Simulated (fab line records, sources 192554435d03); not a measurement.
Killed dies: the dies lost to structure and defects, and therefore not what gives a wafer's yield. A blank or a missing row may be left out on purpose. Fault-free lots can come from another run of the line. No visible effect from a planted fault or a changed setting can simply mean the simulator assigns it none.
Comparing a struck lot with a sound one	flow n5 finfet	38 steps out of a route of 1938
Sound: these wafers, L306.1, L306.4, L306.5. Wafers L302.2, L302.3, L302.5 were the ones struck. The cause is given at the end.
Order at every step that has rows: each side's tool, ch and its chambers, its first start. Under that, the readings that differ: sound wafers	struck wafers	difference of the means	sigmas: that difference in standard deviations of wafers without a fault.
alike: words and numbers the same on both sides, and readings whose means are apart by under 2 such deviations; not compared: readings that were withheld, readings missing a value for some wafer, numbers with overlapping values and no deviation given by the record, and bounds like >300 which may hide the same value.
A row with sigmas, a row that says differs or no value, or rows on one side alone: a step with any of these is where the two part. When numbers do not overlap yet have no deviation, they are printed without sigmas and do not part them. A reading that every wafer of one side lacks parts them only if that side has two wafers or more.

first, 9 steps without rows for these wafers: N5_BEOL_M4_ANNEAL_95 (time 240 s); N5_BEOL_M4_SPUTTER_96 (material Cu, target thk 4.5 nm, time 8.29 s); N5_BEOL_M4_ECD_50 (material Cu, target thk 300 nm); N5_BEOL_M4_ANNEAL_51 (time 90 s); N5_BEOL_M4_CMP_52 (polishes, stops on SiOC, t overpolish 6.8 s, target thk 40 nm); N5_BEOL_M4_PRE_CLEAN_60 (time 15 s); N5_BEOL_M4_CO_CAP_55 (material Co, precursor CCTBA/H2, target thk 2 nm, time 102.1 s); N5_BEOL_M4_PRE_CLEAN_56 (time 15 s); N5_BEOL_M4_DEP_57 (deposits SiCN from 3MS/NH3, target thk 8 nm, time 14 s).
N5_BEOL_M4_RC_MEAS_101:
  sound on prober-01 ch 0, day 13 21:14; struck on prober-01 ch 0, day 12 23:23
  alike: DIBL_N, DIBL_P, IOFF_N, IOFF_P, ION_N, ION_P, SS_N, SS_P, VT_N, VT_P
then, 24 steps without rows for these wafers: N5_BEOL_M5_ILD_DEP_00 (deposits SiCOH lowk from DEMS/porogen, target thk 140.64 nm, time 25.9 s); N5_BEOL_M5_CURE_79 (cures SiCOH lowk, time 240 s); N5_BEOL_M5_PECVD_70 (deposits SiO2 from TEOS/O2, target thk 16 nm, time 18 s); N5_BEOL_M5_HM_DEP_02 (deposits TiN, target thk 20 nm); N5_BEOL_M5_COAT_59 (time 60 s, resist thk 60 nm); N5_BEOL_M5_COAT_60 (time 60 s, resist thk 12 nm); N5_BEOL_M5_COAT_71 (time 60 s, resist thk 5 nm); N5_BEOL_M5_COAT_05 (resist thk 30 nm); N5_BEOL_M5_EBR_07; N5_BEOL_M5_SOFTBAKE_06 (time 60 s); N5_BEOL_M5_EXPOSE_08 (exposes mask M5, target cd 28 nm); N5_BEOL_M5_PEB_09 (peb time 60 s); N5_BEOL_M5_DEVELOP_10 (develop time 30 s); N5_BEOL_M5_DESCUM_16 (chemistry O2, time 7 s); N5_BEOL_M5_ETCH_72 (etches underlayer in N2/H2, target depth 6.5 nm, time 5.2 s); N5_BEOL_M5_ETCH_61 (etches SiARC in CF4, target depth 15.6 nm, time 26 s); N5_BEOL_M5_ETCH_62 (etches SOC in N2/H2, target depth 75 nm, overetch 15 nm, time 112.5 s); N5_BEOL_M5_STRIP_63 (strips in N2/H2); N5_BEOL_M5_STRIP_73 (strips in N2/H2); N5_BEOL_M5_STRIP_64 (strips in CF4); N5_BEOL_M5_HM_OPEN_17 (chemistry Cl2/BCl3, target TiN, target depth 20 nm, overetch 6 nm); N5_BEOL_M5_STRIP_19 (strips in O2); N5_BEOL_M5_COAT_65 (time 60 s, resist thk 60 nm); N5_BEOL_M5_COAT_66 (time 60 s, resist thk 12 nm).
-- the record jumps here: 2 days lie between the struck wafers' starts before and after (it left off in module BEOL_M5 and takes up again in module BEOL_M10, whose first step shown is number 1512 of the route) --
N5_BEOL_M10_TRENCH_ETCH_37: etches SiCOH lowk in C4F6/O2, target depth 148.83 nm, time 48 s.
  sound on rie diel-01 ch 1,3, day 16 05:01; struck on rie diel-01 ch 1,3, day 15 06:26
  no value came back on the struck wafers for any of 9 readings (C4F6_flow_sccm (sccm), O2_flow_sccm (sccm) and others); on the sound wafers C4F6_flow_sccm (sccm) reads 10.06 9.99 10.04
reading	sound	struck	difference	sigmas
model.TiN_of_BEOL_M10_HM_DEP_02.thk nm (nm)	15.8 16 16	20 20 19.8	+4	
  not compared: rf hours counter h
N5_BEOL_M10_OCD_MEAS_38:
  sound on ocd-02, day 16 05:12; struck on ocd-01, day 15 06:37
reading	sound	struck	difference	sigmas
trench depth nm (nm)	152.0 149.5 150.8	0.5 0.3 0.2	-150.4	-63
N5_BEOL_M10_CMP_52: polishes, stops on SiCOH lowk, t overpolish 7 s, target thk 140 nm.
  sound on cmp-02 ch 0,3, day 16 07:45; struck on cmp-04 ch 0,1,2, day 15 08:46
reading	sound	struck	difference	sigmas
model.Cu_of_BEOL_M10_ECD_50.thk nm (nm)	143.6 140.8 141	0 0.2 0.8	-141	
  alike: motor current A
-- here the record skips 3 days between the struck wafers' starts before and after, leaving off in module BEOL_M10 and picking up in module PASSIVATION (first step shown: number 1936 of the route) --
N5_PASSIVATION_PROBE_49:
  sound on prober-01, day 19 00:34; struck on prober-02, day 18 04:19
reading	sound	struck	difference	sigmas
defect limited yield (%)	90.6 92.5 91.3	0 0 0	-91	-61
killed_at_M4_up	19 10 13	1111 1100 1115	+1095	+99 or more
killed dies	111 88 103	1180 1180 1180	+1079	+63
killed on rim	13 11 14	152 152 152	+139	+32
sort_bin_5_function (%)	5.3 4.1 5.4	97.8 96.3 96.9	+92.1	+98
sort n pass	1069 1092 1077	0 0 0	-1079	-63
sort yield pct (%)	90.6 92.5 91.3	0 0 0	-91	-61
  alike: killed_at_M0_to_M3, killed at contacts, killed at front end, killed at other, killed open, killed short, sort_bin_6_memory

== WHERE THEY PART ==
At N5_BEOL_M10_TRENCH_ETCH_37 first; at N5_PASSIVATION_PROBE_49 last (within this record only).

WHY: what the simulator had put in
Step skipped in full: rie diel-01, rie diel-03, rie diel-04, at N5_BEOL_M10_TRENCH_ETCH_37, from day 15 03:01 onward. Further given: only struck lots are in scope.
